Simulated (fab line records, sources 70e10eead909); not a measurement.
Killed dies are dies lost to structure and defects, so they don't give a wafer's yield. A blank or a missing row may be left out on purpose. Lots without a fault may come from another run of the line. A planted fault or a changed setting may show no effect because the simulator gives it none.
Which tool did it? | flow nand_harc | 12 lots, 36 wafers sampled, at 5 steps of a route of 1302

WHAT THE GAUGES READ, wafer by wafer
NHARC_A_M1_CD_MEAS_16.
lot  | measured     | on        | cd_nm (nm)
L930 | day 23 06:17 | cd_sem-03 | 119.8 119.6 119.9
L932 | day 24 00:49 | cd_sem-02 | 118.8 119.7 119.8
L933 | day 24 03:35 | cd_sem-03 | 119.3 120.6 119.2
L935 | day 24 16:47 | cd_sem-03 | 118.7 118.5 120.0
L936 | day 24 18:02 | cd_sem-02 | 119.1 119.6 120.0
L938 | day 25 23:12 | cd_sem-01 | 120.7 120.9 119.6
L937 | day 26 02:17 | cd_sem-02 | 119.8 120.3 119.5
L946 | day 29 05:59 | cd_sem-02 | 120.1 120.4 120.5
L947 | day 29 06:38 | cd_sem-03 | 119.0 118.4 118.8
L948 | day 30 10:02 | cd_sem-03 | 118.8 118.7 118.9
L949 | day 30 22:52 | cd_sem-02 | 120.0 120.0 118.4
L953 | day 32 09:00 | cd_sem-02 | 118.9 119.8 119.9

NHARC_END_SORT_01.
lot  | measured     | on        | defect_limited_yield (%) | killed_at_array | killed_at_other | killed_at_periphery | killed_dies | killed_open | killed_short | sort_bin_2_pct (%) | sort_bin_3_pct (%) | sort_bin_4_pct (%) | sort_n_pass | sort_rim_yield_pct (%) | sort_yield_pct (%)
L947 | day 30 18:21 | prober-01 | 94 93 93                 | 41 42 44        | 0 1 2           | 3 4 4               | 44 47 50    | 2 4 1       | 2 2 3        | 2.1 2.8 2.7        | 0.6 0.1 0.6        | 3.8 4.0 4.1        | 633 630 627 | 95 95 92               | 94 93 93
L948 | day 31 20:32 | prober-02 | 89 91 90                 | 66 58 69        | 1 2 0           | 6 3 1               | 73 63 70    | 6 2 6       | 2 4 4        | 4.0 3.5 4.6        | 0.6 0.4 1.0        | 6.2 5.3 4.7        | 604 614 607 | 83 86 84               | 89 91 90

WHICH TOOL RAN EACH LOT (tool, then ch and the chambers of the sampled wafers, then the start)
lot  | NHARC_A_BONDPAD_DEP_00                     | NHARC_A_BONDPAD_DEGAS_25     | NHARC_HYBRID_BOND_ACTIVATE_00
L930 | pecvd-04 ch 0,1,2, day 23 11:55 or earlier | pvd_sputter-01, day 23 11:55 | rie_diel-03 ch 0,1,2, day 23 13:35
L932 | pecvd-01 ch 1,2, day 24 03:47              | pvd_sputter-01, day 24 06:03 | rie_diel-06 ch 0,2,3, day 24 07:55
L933 | pecvd-01 ch 0,1,2, day 24 06:35            | pvd_sputter-02, day 24 08:56 | rie_diel-06 ch 1,2, day 24 10:38
L935 | pecvd-04 ch 1,2, day 24 19:52              | pvd_sputter-02, day 24 22:13 | rie_diel-06 ch 1,3, day 24 23:56
L936 | pecvd-03 ch 0,1,2, day 24 23:26 or earlier | pvd_sputter-02, day 24 23:26 | rie_diel-06 ch 0,2,3, day 25 01:08
L938 | pecvd-03 ch 1,2, day 26 04:38 or earlier   | pvd_sputter-03, day 26 04:38 | rie_diel-06 ch 0,1,2, day 26 06:22
L937 | pecvd-01 ch 0,1,2, day 26 05:24            | pvd_sputter-02, day 26 07:46 | rie_diel-06 ch 1,3, day 26 09:28
L946 | pecvd-04 ch 0,1, day 29 11:43 or earlier   | pvd_sputter-03, day 29 11:43 | rie_diel-06 ch 0,3, day 29 13:24
L947 | pecvd-03 ch 0,1,2, day 29 12:01 or earlier | pvd_sputter-02, day 29 12:01 | rie_diel-06 ch 0,1,3, day 29 13:42
L948 | pecvd-03 ch 0,1,2, day 30 13:04            | pvd_sputter-02, day 30 15:25 | rie_diel-06 ch 0,1,2, day 30 17:06
L949 | pecvd-01 ch 0,1,2, day 31 01:59            | pvd_sputter-02, day 31 04:16 | rie_diel-03 ch 0,1,2, day 31 05:57
L953 | pecvd-03 ch 0,1,2, day 32 13:16            | pvd_sputter-03, day 32 15:41 | rie_diel-06 ch 0,2,3, day 32 17:23
- NHARC_A_BONDPAD_DEP_00: deposits SiCN, target thk 250 nm.
- NHARC_A_BONDPAD_DEGAS_25: time 60 s.
- NHARC_HYBRID_BOND_ACTIVATE_00: chemistry N2, time 60 s.

WHAT THE TOOLS THEMSELVES READ (means of the sampled wafers that have a number; where no wafer has one, the mark that the record gives instead)
NHARC_A_BONDPAD_DEP_00.
lot  | tool     | heater_power_w (W)
L930 | pecvd-04 | 558
L932 | pecvd-01 | 620
L933 | pecvd-01 | 573
L935 | pecvd-04 | 583
L936 | pecvd-03 | 591
L938 | pecvd-03 | 691
L937 | pecvd-01 | 554
L946 | pecvd-04 | 589
L947 | pecvd-03 | 593
L948 | pecvd-03 | 624
L949 | pecvd-01 | 537
L953 | pecvd-03 | 590

NHARC_A_BONDPAD_DEGAS_25.
lot  | tool           | heater_power_w (W)
L930 | pvd_sputter-01 | 454
L932 | pvd_sputter-01 | 456
L933 | pvd_sputter-02 | 459
L935 | pvd_sputter-02 | 487
L936 | pvd_sputter-02 | 481
L938 | pvd_sputter-03 | 455
L937 | pvd_sputter-02 | 465
L946 | pvd_sputter-03 | 504
L947 | pvd_sputter-02 | 465
L948 | pvd_sputter-02 | 477
L949 | pvd_sputter-02 | 469
L953 | pvd_sputter-03 | 478

NHARC_HYBRID_BOND_ACTIVATE_00.
lot  | tool        | drypump_motor_current_A (A) | oes_product_au (a.u.) | rf_vpp_V (V) | run_length_s (s) | showerhead_plenum_p_Torr (Torr)
L930 | rie_diel-03 | 6.1                         | 0.999                 | 64.6         | 80.9             | 1.77
L932 | rie_diel-06 | 5.8                         | 0.999                 | 64.0         | 81.3             | 1.75
L933 | rie_diel-06 | 6.0                         | 0.992                 | 63.7         | 81.3             | 1.73
L935 | rie_diel-06 | 5.8                         | 1.007                 | 64.2         | 80.7             | 1.68
L936 | rie_diel-06 | 5.9                         | 1.000                 | 64.2         | 86.8             | 1.75
L938 | rie_diel-06 | 6.1                         | 1.004                 | 64.4         | 86.9             | 1.70
L937 | rie_diel-06 | 5.8                         | 1.006                 | 63.9         | 86.9             | 1.68
L946 | rie_diel-06 | 5.9                         | 0.997                 | 63.9         | 81.2             | 1.72
L947 | rie_diel-06 | 5.8                         | 0.998                 | 63.4         | 81.0             | 1.70
L948 | rie_diel-06 | 6.1                         | 1.003                 | 63.9         | 81.0             | 1.70
L949 | rie_diel-03 | 6.2                         | 1.000                 | 64.2         | 80.9             | 1.75
L953 | rie_diel-06 | 5.9                         | 1.001                 | 65.0         | 81.1             | 1.74

THE ANSWER, worked out from the rows above alone
Rule: what is usual is taken from the lots themselves. Put in order of their means at a reading, lots are off if they are a third of the lots or fewer, leave a main group of 4 or more, and stand apart from it by a gap of 3 or more times the standard deviation of the main group's means; of several such gaps the widest counts. A main group whose means are all the same, to the digits that the tables above print for the reading, isn't used. A lot without any number at a reading at which 4 lots or more have one is off too. The other lots that the step has rows for count as sound. The gauges are gone through in route order, then the tools' own readings, and for those a lot's mean is taken as printed above. The first step at which some lot is off is used, and at that step the reading that is off furthest; a lot without a number counts as furthest.
Off: L936, L938, L937, at NHARC_HYBRID_BOND_ACTIVATE_00 (run_length_s). The main group: mean 81.0 s, standard deviation 0.19.
A tool fits if, at that step or a process step before it, it ran every lot that is off, and no sound lot after the first of them. NHARC_A_BONDPAD_DEP_00 gives no start for some lots, so the hours and the order of its lots are those of NHARC_A_BONDPAD_DEGAS_25. None of those tried fits.

WHAT THE SIMULATOR HAD PUT IN
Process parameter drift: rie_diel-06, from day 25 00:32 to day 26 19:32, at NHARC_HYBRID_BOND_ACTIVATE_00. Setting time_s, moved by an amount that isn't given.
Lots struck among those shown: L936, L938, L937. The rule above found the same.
